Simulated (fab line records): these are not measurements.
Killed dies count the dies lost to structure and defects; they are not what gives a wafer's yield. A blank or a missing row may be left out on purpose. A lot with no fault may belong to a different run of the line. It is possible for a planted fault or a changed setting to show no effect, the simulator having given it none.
A struck lot beside a sound one | flow n5_finfet | 16 steps out of a route of 1938
Sound: wafers L960.1, L960.4, L960.6. Struck: wafer L951.6 (left out: L951.1, L951.3 of the same lot, which were not struck); the cause appears at the end.
At each step with rows: each side's tool, then ch and its chambers, then its first start. Under that, the readings that differ: sound wafers | struck wafers | difference of the means | sigmas: that difference in standard deviations of wafers without a fault.
alike: words and numbers the same on both sides, and readings whose means are apart by under 2 such deviations; not compared: readings that were withheld, readings missing a value for some wafer, numbers with overlapping values and no deviation given by the record, and bounds like >300 which may hide the same value.
A row with sigmas, a row that says differs or no value, or rows on one side alone: a step with any of these is where the two part. Non-overlapping numbers with no deviation appear without sigmas and do not part them. Lack of a reading on every wafer of one side parts them only where that side has two or more wafers.

first, 3 steps without rows for these wafers: N5_MOL_CONTACT_COAG_ETCH_106 (etches SOC in N2/H2, target depth 80 nm, overetch 16 nm, time 120 s); N5_MOL_CONTACT_COAG_STRIP_107 (strips in N2/H2); N5_MOL_CONTACT_COAG_STRIP_108 (strips in N2/H2).
N5_MOL_CONTACT_COAG_CONTACT_ETCH_14: etches SiO2 in C4F6/O2, target depth 27.5 nm, overetch 8.5 nm, time 20 s.
  sound on rie_diel-01 ch 0,1,2, day 10 04:32; struck on rie_diel-06 ch 3, day 7 23:47
  reading                     | sound       | struck | difference | sigmas
  drypump_motor_current_A (A) | 5.3 6.2 6.7 | 4.8    | -1.3       | -2
  alike: bias_w, chamber_pressure_mTorr, oes_product_au, rf_vpp_V, showerhead_plenum_p_Torr, throttle_valve_pct
  not compared: rf_hours_counter_h
then, 1 step without rows for these wafers: N5_MOL_CONTACT_COAG_STRIP_109 (strips in C4F6/O2).
N5_MOL_CONTACT_COAG_ETCH_15: etches SiNx in CH3F/O2, stops on Si:P, target depth 7 nm.
  sound on rie_diel-01 ch 0,1,2, day 10 04:34; struck on rie_diel-06 ch 3, day 7 23:49
  reading                     | sound       | struck | difference | sigmas
  drypump_motor_current_A (A) | 5.3 6.2 6.7 | 4.8    | -1.3       | -2
  alike: bias_w, chamber_pressure_mTorr, oes_product_au, rf_vpp_V, showerhead_plenum_p_Torr, throttle_valve_pct
  not compared: rf_hours_counter_h
N5_MOL_CONTACT_COAG_ETCH_110: etches Si in CF4/O2, target depth 2.5 nm, time 8 s.
  sound on rie_diel-01 ch 0,1,2, day 10 04:38; struck on rie_diel-06 ch 3, day 7 23:52
  reading                     | sound       | struck | difference | sigmas
  drypump_motor_current_A (A) | 5.3 6.2 6.7 | 4.8    | -1.3       | -2
  alike: bias_w, chamber_pressure_mTorr, oes_product_au, rf_vpp_V, showerhead_plenum_p_Torr, throttle_valve_pct
  not compared: rf_hours_counter_h
N5_MOL_CONTACT_COAG_STRIP_98: strips in N2/H2.
  sound on rie_diel-01 ch 0,1,2, day 10 04:41; struck on rie_diel-06 ch 3, day 7 23:55
  reading                     | sound       | struck | difference | sigmas
  drypump_motor_current_A (A) | 5.3 6.2 6.7 | 4.8    | -1.3       | -2
  alike: chamber_pressure_mTorr, oes_product_au, power_w, rf_vpp_V, showerhead_plenum_p_Torr, throttle_valve_pct
  not compared: rf_hours_counter_h
N5_MOL_CONTACT_COAG_CD_MEAS_99: target cd 17.2 nm.
  struck on cd_sem-03, day 7 23:59; sound on cd_sem-01, day 10 04:45
  alike: cd_nm
then, 2 steps without rows for these wafers: N5_MOL_CONTACT_COAG_IMPLANT_129; N5_MOL_CONTACT_COAG_PRECLEAN_111 (cleans in NF3:NH3, afs cycles 1, time 20 s, sublimation time 60 s).
N5_MOL_CONTACT_COAG_TI_SIL_19: material Ti, target thk 4.2 nm, time 15 s.
  struck on pvd_sputter-02, day 8 02:20; sound on pvd_sputter-02, day 10 05:28
  alike: throttle_valve_pct
N5_MOL_CONTACT_COAG_ALD_20: deposits TiN, target thk 1.5 nm, pulse time 1 s, purge time 3 s.
  sound on ald_metal-04 ch 0,1,2, day 10 05:35; struck on ald_metal-02 ch 3, day 8 02:28
  reading    | sound    | struck | difference | sigmas
  ald_cycles | 68 68 68 | 66     | -2         |
  alike: heater_power_w, precursor_pulse_height_rel
then, 1 step without rows for these wafers: N5_MOL_CONTACT_COAG_SIL_ANNEAL_21 (time 60 s).
-- the record jumps here: 4 days lie between the struck wafers' starts before and after (it left off in module MOL_CONTACT_COAG and takes up again in module BEOL_M4, whose first step shown is number 1111 of the route) --
N5_BEOL_M4_RC_MEAS_101:
  sound on prober-01 ch 0, day 13 21:15; struck on prober-01 ch 0, day 11 19:15
  reading       | sound       | struck | difference | sigmas
  ION_N (uA/um) | 689 668 683 | 654    | -26        | -2
  ION_P (uA/um) | 471 460 466 | 450    | -16        | -2
  alike: DIBL_N, DIBL_P, IOFF_N, IOFF_P, SS_N, SS_P, VT_N, VT_P
-- record jumps: 5 days separate the struck wafers' starts on either side; left off in module BEOL_M4, taken up again in module PASSIVATION, whose first shown step is the route's number 1936 --
N5_PASSIVATION_PROBE_49:
  struck on prober-01, day 16 14:10; sound on prober-02, day 18 11:35
  alike: defect_limited_yield, killed_at_M0_to_M3, killed_at_M4_up, killed_at_contacts, killed_at_front_end, killed_at_other, killed_dies, killed_open, killed_short, sort_bin_4_leakage, sort_bin_5_function, sort_bin_6_memory, sort_n_pass, sort_yield_pct

## WHERE THEY PART
Last at N5_BEOL_M4_RC_MEAS_101 as far as this record goes, first at N5_MOL_CONTACT_COAG_CONTACT_ETCH_14. Later steps at which nothing parts them and some readings are alike: N5_PASSIVATION_PROBE_49.

WHY: whatever the simulator had introduced
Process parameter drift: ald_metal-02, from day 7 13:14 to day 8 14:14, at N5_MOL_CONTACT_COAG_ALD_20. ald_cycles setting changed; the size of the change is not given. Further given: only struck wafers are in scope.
